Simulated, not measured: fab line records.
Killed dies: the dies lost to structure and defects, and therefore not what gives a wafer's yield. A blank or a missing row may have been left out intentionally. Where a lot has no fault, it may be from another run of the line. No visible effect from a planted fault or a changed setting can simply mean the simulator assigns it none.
Which of the tools did it? -- flow n5_finfet -- 8 lots, 22 wafers sampled, at 1 step of a route of 1938

WHAT EACH GAUGE READ, for each wafer
N5_BEOL_M4_RC_MEAS_101. Usual: DIBL_N 36.3 mV/V, standard deviation 1.2; DIBL_P 36.7 mV/V, standard deviation 1.5; IOFF_N 0.164 nA/um, standard deviation 0.02; IOFF_P 0.214 nA/um, standard deviation 0.024; ION_N 673 uA/um, standard deviation 8.5; ION_P 461 uA/um, standard deviation 5.9; SS_N 71.6 mV/dec, standard deviation 0.44; SS_P 73.3 mV/dec, standard deviation 0.55; VT_N 249.4 mV, standard deviation 2.4; VT_P -250.0 mV, standard deviation 2.3.
lot,measured,on,DIBL_N (mV/V),DIBL_P (mV/V),IOFF_N (nA/um),IOFF_P (nA/um),ION_N (uA/um),ION_P (uA/um),SS_N (mV/dec),SS_P (mV/dec),VT_N (mV),VT_P (mV),flag
L387,day 8 04:02,prober-02,36.6 36.5 37.0,35.3 34.2 35.8,0.157 0.150 0.172,0.211 0.201 0.227,666 667 672,463 459 464,71.3 72.1 71.7,72.8 73.1 73.0,249.4 252.6 248.8,-248.3 -251.7 -248.0,
L389,day 8 06:36,prober-02,37.0 35.4 34.7,37.7 36.0 35.2,0.187 0.150 0.138,0.214 0.183 0.173,688 673 665,461 456 456,72.5 71.9 71.7,73.3 73.1 72.8,246.9 251.1 250.6,-248.0 -253.8 -253.1,
L393,day 10 09:23,prober-02,34.4 36.3 35.7,35.5 37.5 36.6,0.140 0.174 0.159,0.198 0.229 0.215,668 675 668,457 464 458,71.3 71.7 71.5,72.5 73.4 73.4,252.3 248.8 250.5,-248.4 -248.3 -249.8,
L404,day 12 16:58,prober-01,33.7 34.8,35.5 36.5,0.131 0.151,0.181 0.200,664 660,458 454,71.2 70.9,72.7 73.3,252.4 249.7,-252.3 -249.8,
L403,day 12 18:50,prober-02,35.7 35.6,36.6 36.2,0.176 0.174,0.214 0.202,678 682,460 459,71.9 72.5,73.4 73.6,248.0 247.9,-253.1 -251.1,
L406,day 12 22:19,prober-02,38.6 36.9 39.0,37.3 36.2 37.4,0.201 0.162 0.196,0.240 0.213 0.229,679 664 666,465 454 460,71.2 70.9 71.8,73.5 73.0 73.7,245.6 249.2 246.6,-246.5 -248.0 -249.1,
L407,day 13 12:11,prober-01,36.0 37.5 36.9,36.4 38.9 38.2,0.163 0.194 0.180,0.219 0.256 0.244,675 671 674,461 460 465,71.3 71.9 71.4,73.2 73.7 73.9,246.9 245.0 247.3,-248.3 -248.7 -248.9,
L409,day 13 19:11,prober-02,36.3 36.1 38.6,38.1 38.3 40.1,0.159 0.160 0.200,0.214 0.214 0.258,680 672 682,465 465 469,71.2 71.2 72.3,73.8 73.3 74.7,251.0 251.5 247.2,-251.5 -250.7 -249.7,

EACH LOT AND THE TOOL THAT RAN IT (in order: tool; ch and the chambers of the sampled wafers; start)
There is no process step in the record ahead of these readings.

WHAT THE TOOLS THEMSELVES READ (means of the sampled wafers that have a number; where no wafer has one, the mark that the record gives instead)
The record holds no such reading with a usual standard deviation.

THE ANSWER, worked out from the rows above alone
Rule: a lot counts as off when the mean over its wafers that have a number is more than 3 standard deviations away from the usual mean. Also off: a lot with no number at a reading for which 4 or more lots have one. Any other lot the step has rows for is counted as sound. The gauges are gone through in route order, then the tools' own readings, and for those a lot's mean is taken as printed above. At the first step where some lot is off, the reading lying furthest off is the one used; lots without a number count as furthest.
Nothing can be told from this: no lot is off at any reading shown.

WHAT THE SIMULATOR HAD INSERTED
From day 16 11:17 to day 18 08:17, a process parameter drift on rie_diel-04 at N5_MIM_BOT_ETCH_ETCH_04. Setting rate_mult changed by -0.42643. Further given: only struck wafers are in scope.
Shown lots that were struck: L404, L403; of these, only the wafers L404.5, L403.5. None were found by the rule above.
